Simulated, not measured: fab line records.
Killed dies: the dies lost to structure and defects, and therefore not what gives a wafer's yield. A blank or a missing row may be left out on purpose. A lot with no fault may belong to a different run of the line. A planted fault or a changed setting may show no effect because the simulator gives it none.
Which tool is to blame? | flow n5 finfet | 23 lots, 69 wafers sampled, at 4 steps of a route of 1938

== WHAT EACH GAUGE READ, for each wafer ==
N5_BEOL_M1_CD_MEAS_28: target cd y 23.3 nm.
lot  | measured     | on        | cd nm (nm)
L074 | day 6 08:35  | cd sem-03 | 23.84 23.98 23.71
L075 | day 6 11:31  | cd sem-01 | 23.73 23.97 24.04
L076 | day 6 18:25  | cd sem-01 | 23.81 23.89 23.91
L077 | day 6 18:37  | cd sem-03 | 24.29 24.17 23.98
L078 | day 6 22:20  | cd sem-03 | 24.04 24.12 24.28
L079 | day 7 07:37  | cd sem-02 | 23.95 24.23 23.92
L080 | day 7 17:36  | cd sem-03 | 23.79 23.88 23.73
L081 | day 7 22:22  | cd sem-02 | 24.42 24.16 24.10
L082 | day 8 02:15  | cd sem-03 | 24.02 23.60 23.87
L083 | day 8 05:20  | cd sem-01 | 24.18 23.97 23.85
L084 | day 8 18:03  | cd sem-03 | 23.40 24.28 23.95
L085 | day 9 00:21  | cd sem-03 | 24.34 24.20 24.24
L086 | day 9 06:54  | cd sem-02 | 23.85 23.79 24.15
L087 | day 9 12:44  | cd sem-01 | 24.08 24.07 24.09
L088 | day 9 13:25  | cd sem-01 | 23.81 23.76 24.02
L089 | day 10 18:48 | cd sem-02 | 24.00 23.82 23.74
L090 | day 10 19:45 | cd sem-03 | 23.87 23.53 24.11
L091 | day 10 19:59 | cd sem-02 | 24.16 23.72 24.18
L093 | day 10 22:35 | cd sem-01 | 23.84 24.14 23.77
L095 | day 11 01:26 | cd sem-02 | 23.82 23.97 23.82
L092 | day 11 01:37 | cd sem-03 | 23.68 23.51 23.62
L096 | day 11 17:01 | cd sem-01 | 23.94 23.87 24.09
L097 | day 12 04:38 | cd sem-02 | 24.19 24.37 24.29

== WHICH TOOL RAN EACH LOT (tool, then ch and the chambers of the sampled wafers, then the start) ==
lot  | N5_BEOL_M0_ETCH_109                | N5_BEOL_M0_ANNEAL_119            | N5_BEOL_M1_ETCH_64
L074 | rie diel-04 ch 2,3, day 6 03:02    | rtp anneal-02 ch 0, day 6 05:44  | rie diel-05 ch 0,1,2, day 6 07:47
L075 | rie diel-01 ch 1,2, day 6 07:23    | rtp anneal-01 ch 0, day 6 08:55  | rie diel-02 ch 1,2,3, day 6 10:43
L076 | rie diel-04 ch 1,2, day 6 13:55    | rtp anneal-02 ch 0, day 6 15:26  | rie diel-06 ch 0,3, day 6 17:36
L077 | rie diel-04 ch 1,2, day 6 14:14    | rtp anneal-02 ch 0, day 6 15:42  | rie diel-06 ch 0,2, day 6 17:50
L078 | rie diel-03 ch 2,3, day 6 18:03    | rtp anneal-01 ch 0, day 6 19:37  | rie diel-02 ch 2,3, day 6 21:33
L079 | rie diel-03 ch 0,2,3, day 7 03:10  | rtp anneal-02 ch 0, day 7 05:07  | rie diel-05 ch 1,2, day 7 06:58
L080 | rie diel-01 ch 0,1,2, day 7 08:52  | rtp anneal-01 ch 0, day 7 11:21  | rie diel-05 ch 0,1,2, day 7 16:45
L081 | rie diel-01 ch 0,2, day 7 16:42    | rtp anneal-02 ch 0, day 7 19:11  | rie diel-02 ch 0,1,2, day 7 21:34
L082 | rie diel-03 ch 0,1, day 7 19:33    | rtp anneal-01 ch 0, day 7 21:57  | rie diel-05 ch 0,2,3, day 8 01:26
L083 | rie diel-03 ch 2,3, day 8 00:31    | rtp anneal-01 ch 0, day 8 02:02  | rie diel-06 ch 0,3, day 8 04:40
L084 | rie diel-01 ch 0,1,2, day 8 10:41  | rtp anneal-02 ch 0, day 8 13:38  | rie diel-06 ch 0,1, day 8 17:16
L085 | rie diel-01 ch 0,1,2, day 8 16:32  | rtp anneal-02 ch 0, day 8 20:14  | rie diel-06 ch 1,2, day 8 23:41
L086 | rie diel-04 ch 2,3, day 8 21:05    | rtp anneal-02 ch 0, day 9 00:37  | rie diel-06 ch 0,1,3, day 9 06:14
L087 | rie diel-01 ch 2,3, day 9 05:29    | rtp anneal-02 ch 0, day 9 08:05  | rie diel-02 ch 1,2, day 9 11:55
L088 | rie diel-01 ch 2,3, day 9 08:28    | rtp anneal-02 ch 0, day 9 10:02  | rie diel-02 ch 0,1,3, day 9 12:45
L089 | rie diel-04 ch 0,1,3, day 10 11:14 | rtp anneal-01 ch 0, day 10 15:05 | rie diel-05 ch 0,1,2, day 10 17:57
L090 | rie diel-01 ch 0,2,3, day 10 13:37 | rtp anneal-01 ch 0, day 10 16:50 | rie diel-06 ch 0,1, day 10 18:57
L091 | rie diel-03 ch 0,1,2, day 10 13:44 | rtp anneal-01 ch 0, day 10 17:14 | rie diel-02 ch 2,3, day 10 19:11
L093 | rie diel-01 ch 0,3, day 10 17:53   | rtp anneal-02 ch 0, day 10 19:49 | rie diel-02 ch 1,2,3, day 10 21:55
L095 | rie diel-04 ch 0,1,3, day 10 18:37 | rtp anneal-01 ch 0, day 10 21:33 | rie diel-05 ch 0,1, day 11 00:31
L092 | rie diel-01 ch 0,1, day 10 18:43   | rtp anneal-02 ch 0, day 10 21:46 | rie diel-02 ch 1,2,3, day 11 00:46
L096 | rie diel-01 ch 0,1,3, day 11 10:58 | rtp anneal-02 ch 0, day 11 13:59 | rie diel-06 ch 0,1,3, day 11 16:22
L097 | rie diel-04 ch 0,1,2, day 11 19:37 | rtp anneal-02 ch 0, day 11 21:48 | rie diel-06 ch 2,3, day 12 03:49
- N5_BEOL_M0_ETCH_109: etches SiCN in CH3F/O2, target depth 8 nm, overetch 2.4 nm, time 27.4 s.
- N5_BEOL_M0_ANNEAL_119: time 90 s.
- N5_BEOL_M1_ETCH_64: etches SOC in N2/H2, target depth 75 nm, overetch 15 nm, time 112.5 s.

== WHAT THE TOOLS THEMSELVES READ (means of the sampled wafers that have a number; where no wafer has one, the mark that the record gives instead) ==
N5_BEOL_M0_ETCH_109.
lot  | tool        | drypump motor current A (A) | oes product au (a.u.) | rf vpp V (V) | showerhead plenum p Torr (Torr) | throttle valve pct (%)
L074 | rie diel-04 | 5.6                         | 0.67                  | 296.5        | 1.98                            | 16.22
L075 | rie diel-01 | 5.7                         | 0.60                  | 296.5        | 1.95                            | 16.48
L076 | rie diel-04 | 5.8                         | 0.73                  | 296.8        | 2.01                            | 16.17
L077 | rie diel-04 | 5.8                         | 0.72                  | 297.1        | 2.01                            | 16.16
L078 | rie diel-03 | 5.5                         | 0.68                  | 297.7        | 1.99                            | 16.29
L079 | rie diel-03 | 5.5                         | 0.68                  | 297.3        | 1.99                            | 16.27
L080 | rie diel-01 | 5.6                         | 0.66                  | 296.3        | 1.98                            | 16.39
L081 | rie diel-01 | 5.8                         | 0.66                  | 295.8        | 1.92                            | 16.41
L082 | rie diel-03 | 5.3                         | 0.73                  | 298.5        | 2.07                            | 16.06
L083 | rie diel-03 | 5.5                         | 0.68                  | 297.9        | 2.04                            | 16.20
L084 | rie diel-01 | 5.5                         | 0.74                  | 296.9        | 1.97                            | 16.26
L085 | rie diel-01 | 5.6                         | 0.71                  | 296.5        | 1.97                            | 16.26
L086 | rie diel-04 | 5.6                         | 0.73                  | 298.6        | 2.06                            | 16.11
L087 | rie diel-01 | 5.6                         | 0.64                  | 296.1        | 1.94                            | 16.38
L088 | rie diel-01 | 5.3                         | 0.70                  | 297.5        | 1.99                            | 16.23
L089 | rie diel-04 | 5.8                         | 0.76                  | 296.9        | 2.01                            | 16.36
L090 | rie diel-01 | 5.5                         | 0.79                  | 298.1        | 2.05                            | 16.17
L091 | rie diel-03 | 5.4                         | 0.67                  | 297.6        | 1.99                            | 16.27
L093 | rie diel-01 | 5.3                         | 0.74                  | 297.1        | 1.99                            | 16.19
L095 | rie diel-04 | 5.8                         | 0.76                  | 298.1        | 2.01                            | 16.37
L092 | rie diel-01 | 5.3                         | 0.76                  | 298.2        | 2.02                            | 16.13
L096 | rie diel-01 | 5.2                         | 0.74                  | 298.0        | 2.01                            | 16.15
L097 | rie diel-04 | 5.7                         | 0.72                  | 296.6        | 1.98                            | 16.30

N5_BEOL_M0_ANNEAL_119.
lot  | tool          | wafer_temp_C_max
L074 | rtp anneal-02 | 226.3
L075 | rtp anneal-01 | 226.3
L076 | rtp anneal-02 | 226.2
L077 | rtp anneal-02 | 226.2
L078 | rtp anneal-01 | 226.0
L079 | rtp anneal-02 | 226.4
L080 | rtp anneal-01 | 226.0
L081 | rtp anneal-02 | 226.3
L082 | rtp anneal-01 | 226.1
L083 | rtp anneal-01 | 225.7
L084 | rtp anneal-02 | 225.9
L085 | rtp anneal-02 | 226.3
L086 | rtp anneal-02 | 226.8
L087 | rtp anneal-02 | 226.4
L088 | rtp anneal-02 | 226.5
L089 | rtp anneal-01 | 226.0
L090 | rtp anneal-01 | 226.2
L091 | rtp anneal-01 | 226.2
L093 | rtp anneal-02 | 226.2
L095 | rtp anneal-01 | 226.2
L092 | rtp anneal-02 | 226.1
L096 | rtp anneal-02 | 226.1
L097 | rtp anneal-02 | 226.6

N5_BEOL_M1_ETCH_64.
lot  | tool        | drypump motor current A (A) | h2 flow sccm (sccm) | oes product au (a.u.) | rf vpp V (V) | showerhead plenum p Torr (Torr) | throttle valve pct (%)
L074 | rie diel-05 | 5.7                         | 199.7               | 0.64                  | 524.2        | 2.56                            | 17.49
L075 | rie diel-02 | 5.7                         | 200.4               | 0.61                  | 523.4        | 2.52                            | 17.89
L076 | rie diel-06 | 5.4                         | 199.6               | 0.62                  | 523.7        | 2.53                            | 18.00
L077 | rie diel-06 | 5.5                         | 200.0               | 0.61                  | 524.3        | 2.58                            | 17.96
L078 | rie diel-02 | 5.8                         | 200.2               | 0.55                  | 523.0        | 2.52                            | 18.01
L079 | rie diel-05 | 6.0                         | 200.1               | 0.64                  | 524.8        | 2.62                            | 17.62
L080 | rie diel-05 | 5.7                         | 199.9               | 0.64                  | 524.9        | 2.56                            | 17.52
L081 | rie diel-02 | 5.6                         | 200.1               | 0.61                  | 524.7        | 2.55                            | 17.90
L082 | rie diel-05 | 5.5                         | 200.4               | 0.62                  | 522.9        | 2.52                            | 17.62
L083 | rie diel-06 | 5.5                         | 199.8               | 0.59                  | 524.6        | 2.57                            | 17.96
L084 | rie diel-06 | 5.6                         | 199.5               | 0.60                  | 521.3        | 2.48                            | 18.06
L085 | rie diel-06 | 5.9                         | 199.6               | 0.58                  | 525.4        | 2.60                            | 17.98
L086 | rie diel-06 | 5.8                         | 199.8               | 0.58                  | 524.8        | 2.54                            | 18.02
L087 | rie diel-02 | 5.8                         | 200.0               | 0.65                  | 523.0        | 2.51                            | 17.84
L088 | rie diel-02 | 5.4                         | 200.0               | 0.65                  | 523.7        | 2.53                            | 17.90
L089 | rie diel-05 | 5.7                         | 200.2               | 0.62                  | 524.5        | 2.55                            | 17.54
L090 | rie diel-06 | 6.1                         | 200.0               | 0.56                  | 522.4        | 2.50                            | 18.09
L091 | rie diel-02 | 5.9                         | 200.0               | 0.63                  | 524.2        | 2.53                            | 17.75
L093 | rie diel-02 | 5.7                         | 200.2               | 0.65                  | 522.5        | 2.51                            | 17.79
L095 | rie diel-05 | 5.5                         | 199.5               | 0.59                  | 524.3        | 2.56                            | 17.62
L092 | rie diel-02 | 5.8                         | 199.9               | 0.65                  | 521.7        | 2.51                            | 17.79
L096 | rie diel-06 | 5.8                         | 200.9               | 0.57                  | 524.6        | 2.53                            | 18.04
L097 | rie diel-06 | 5.7                         | 199.9               | 0.58                  | 526.7        | 2.63                            | 17.97

== THE ANSWER, worked out from the rows above alone ==
Rule: usual is defined by the lots themselves. The widest of any qualifying gaps counts: lots, ordered by their means at a reading, are off when they make up no more than a third of the lots, leave a main group of 4 or more, and stand apart from it by 3 or more times the standard deviation of that group's means. Not used: any main group whose means are identical at the precision the tables above print for the reading. Also off: a lot with no number at a reading for which 4 or more lots have one. All remaining lots with rows at the step are treated as sound. After the gauges, taken in route order, come the tools' own readings; for these a lot's mean is taken, as printed above. At the first step where some lot is off, the reading lying furthest off is the one used; lots without a number count as furthest.
No lot is off on any of the readings shown, so nothing can be concluded from this.

== WHAT THE SIMULATOR PUT IN ==
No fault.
